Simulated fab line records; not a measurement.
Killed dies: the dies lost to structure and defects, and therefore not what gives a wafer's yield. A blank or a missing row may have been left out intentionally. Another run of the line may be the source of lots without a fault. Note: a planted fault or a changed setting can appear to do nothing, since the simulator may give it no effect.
Code-filled problem report in 8D (eight disciplines) form + flow n5-finfet + the parts of the form that need people (team, actions taken, sign-off) are left out

## 1. PROBLEM STATEMENT
Wafers with no fault read 31.2 s with a standard deviation of 0.45, whereas etch-rf-on-time-s at N5_MOL_CONTACT_COAG_ETCH_47 reads a mean of 50.8 s on 1 wafer of 1 lot. Relative to the usual mean, that is a shift of +44 standard deviations.
The step: etches SiNx in CH3F/O2, stops on W, target depth 27 nm.
Earliest sighting: wafer L235.4 on rie-diel-05 at day 8 16:37. The record has a number at this step for 21 wafers belonging to 7 lots. Rule for "out", or "out of limits": more than 4 standard deviations from the usual mean. The other wafers with a number count as sound.

## 2. WHAT IT IS, AND WHAT IT ISN'T
| question                    | is                                | is not                                                                                        |
|-----------------------------|-----------------------------------|-----------------------------------------------------------------------------------------------|
| which readings at this step | etch-rf-on-time-s, oes-product-au | O2_flow_sccm, drypump-motor-current-A, rf-vpp-V, showerhead-plenum-p-Torr, throttle-valve-pct |
| which lots                  | L235                              | L224, L228, L231, L242, L243, L244                                                            |
| which wafers of those lots  | L235.4                            | L235.2, L235.6                                                                                |
| read on which tools         | rie-diel-05                       | rie-diel-01, rie-diel-02                                                                      |
| when                        | from day 8 16:37                  | up to then (11 sound wafers); but 9 sound wafers of L242, L243, L244 came after               |

## 3. THE SUSPECTS, EACH WITH WHAT RULES IT OUT
Counting: if a tool at a process step up to the reading ran every lot that is out, it stays a suspect. Sound lots after the first of them don't rule it out here, since some wafers of a struck lot are sound.
- rie-diel-05 at N5_MOL_CONTACT_COAG_ETCH_89 (etches underlayer in N2/H2, target depth 13 nm, time 10.4 s): kept. The lot that is out, L235, ran on it at day 8 15:46; the last sound lot it ran before that was L231, at day 7 17:28.
- ald-sin-01 at N5_MOL_CONTACT_COAG_ALD_131 (deposits SiO2, target thk 5 nm, pulse time 1 s, co reactant pulse time 1 s): kept. The lot that is out, L235, ran on it at day 8 16:11; the last sound lot it ran before that was L224, at day 6 00:53.
- rie-diel-05 at N5_MOL_CONTACT_COAG_ETCHBACK_135 (etches SiO2 in CHF3, target depth 25 nm, time 16.7 s): kept. The lot that is out, L235, ran on it at day 8 16:29; the last sound lot it ran before that was L231, at day 7 17:52.
- rie-diel-05 at N5_MOL_CONTACT_COAG_VIA_ETCH_46 (etches SiO2 in C4F6/O2, target depth 46 nm, overetch 9.2 nm, time 40 s): kept. The lot that is out, L235, ran on it at day 8 16:31; the last sound lot it ran before that was L231, at day 7 17:55.
- rie-diel-05 at N5_MOL_CONTACT_COAG_ETCH_47 (etches SiNx in CH3F/O2, stops on W, target depth 27 nm): kept. The lot that is out, L235, ran on it at day 8 16:37; the last sound lot it ran before that was L231, at day 7 18:01. Its own readings are out on those wafers: etch-rf-on-time-s, oes-product-au.
- In rie-diel-05 at N5_MOL_CONTACT_COAG_ETCH_89, the wafers that are out were processed in chamber 1 and their sound lot-mates in chambers 0, 3.
- In ald-sin-01 at N5_MOL_CONTACT_COAG_ALD_131, the wafers that are out were processed in chamber 2 and their sound lot-mates in chambers 0, 1.
- In rie-diel-05 at N5_MOL_CONTACT_COAG_ETCHBACK_135, the wafers that are out were processed in chamber 3 and their sound lot-mates in chambers 0, 2.
- In rie-diel-05 at N5_MOL_CONTACT_COAG_VIA_ETCH_46, the wafers that are out were processed in chamber 3 and their sound lot-mates in chambers 0, 2.
- In rie-diel-05 at N5_MOL_CONTACT_COAG_ETCH_47, the wafers that are out were processed in chamber 3 and their sound lot-mates in chambers 0, 2.
Left after counting: rie-diel-05 at N5_MOL_CONTACT_COAG_ETCH_89, ald-sin-01 at N5_MOL_CONTACT_COAG_ALD_131, rie-diel-05 at N5_MOL_CONTACT_COAG_ETCHBACK_135, rie-diel-05 at N5_MOL_CONTACT_COAG_VIA_ETCH_46, rie-diel-05 at N5_MOL_CONTACT_COAG_ETCH_47.

## 4. THE CAUSE (what the simulator had put in)
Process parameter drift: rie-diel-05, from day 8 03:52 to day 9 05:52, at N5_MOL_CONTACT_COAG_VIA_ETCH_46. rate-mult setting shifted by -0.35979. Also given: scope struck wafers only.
After counting, 5 suspects remain, this tool included.

## 5. SEQUENCE OF EFFECTS, ordered by route
Each row: a reading where the mean over the struck wafers with a number is more than 3 standard deviations away from the usual. Only readings for which the record gives a usual standard deviation are gone through. hours: the time from each lot's start at the first step in this table that gives one to its start at this step, as a median over the lots. sigmas: the change in usual standard deviations.
| hours | step                        | reading              | usual     | on struck wafers | change | sigmas      |
|-------|-----------------------------|----------------------|-----------|------------------|--------|-------------|
| 0     | N5_MOL_CONTACT_COAG_ETCH_47 | etch-rf-on-time-s    | 31.2 s    | 50.8             | +19.6  | +44         |
| 0     | N5_MOL_CONTACT_COAG_ETCH_47 | oes-product-au       | 0.66 a.u. | 0.27             | -0.39  | -7.1        |
| 1     | N5_MOL_CONTACT_COAG_ETCH_48 | oes-product-au       | 0.65 a.u. | 0.28             | -0.37  | -5.2        |
| 191   | N5_PASSIVATION_PROBE_49     | defect-limited-yield | 91.2 %    | 0.0              | -91.2  | -57         |
| 191   | N5_PASSIVATION_PROBE_49     | killed-at-contacts   | 15        | 1096             | +1081  | +99 or more |
| 191   | N5_PASSIVATION_PROBE_49     | killed-dies          | 104       | 1180             | +1076  | +57         |
| 191   | N5_PASSIVATION_PROBE_49     | killed-on-rim        | 14        | 152              | +138   | +34         |
| 191   | N5_PASSIVATION_PROBE_49     | sort_bin_5_function  | 5.2 %     | 97.1             | +91.9  | +93         |
| 191   | N5_PASSIVATION_PROBE_49     | sort-n-pass          | 1076      | 0                | -1076  | -57         |
| 191   | N5_PASSIVATION_PROBE_49     | sort-yield-pct       | 91.2 %    | 0.0              | -91.2  | -57         |
Here are the process steps it includes:
- N5_MOL_CONTACT_COAG_ETCH_47: etches SiNx in CH3F/O2, stops on W, target depth 27 nm.
- N5_MOL_CONTACT_COAG_ETCH_48: etches SiOC in C4F6/O2, target depth 15 nm, overetch 4.5 nm, time 17 s.
- N5_PASSIVATION_PROBE_49

## 6. HOW IT WOULD HAVE BEEN CAUGHT EARLIER
13 hours passed between the start of the fault at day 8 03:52 and the first reading out of limits in this record, taken at day 8 16:37.
An alarm limit of 4 standard deviations would not have fired on the tool readings at N5_MOL_CONTACT_COAG_VIA_ETCH_46 for which the record gives a usual standard deviation, since none of them was out on any struck wafer.
The start of N5_MOL_CONTACT_COAG_VIA_ETCH_46 on rie-diel-05 came by day 8 16:37 for every one of the lots that are out (1). Holding the tool at that point would not have protected any of them.
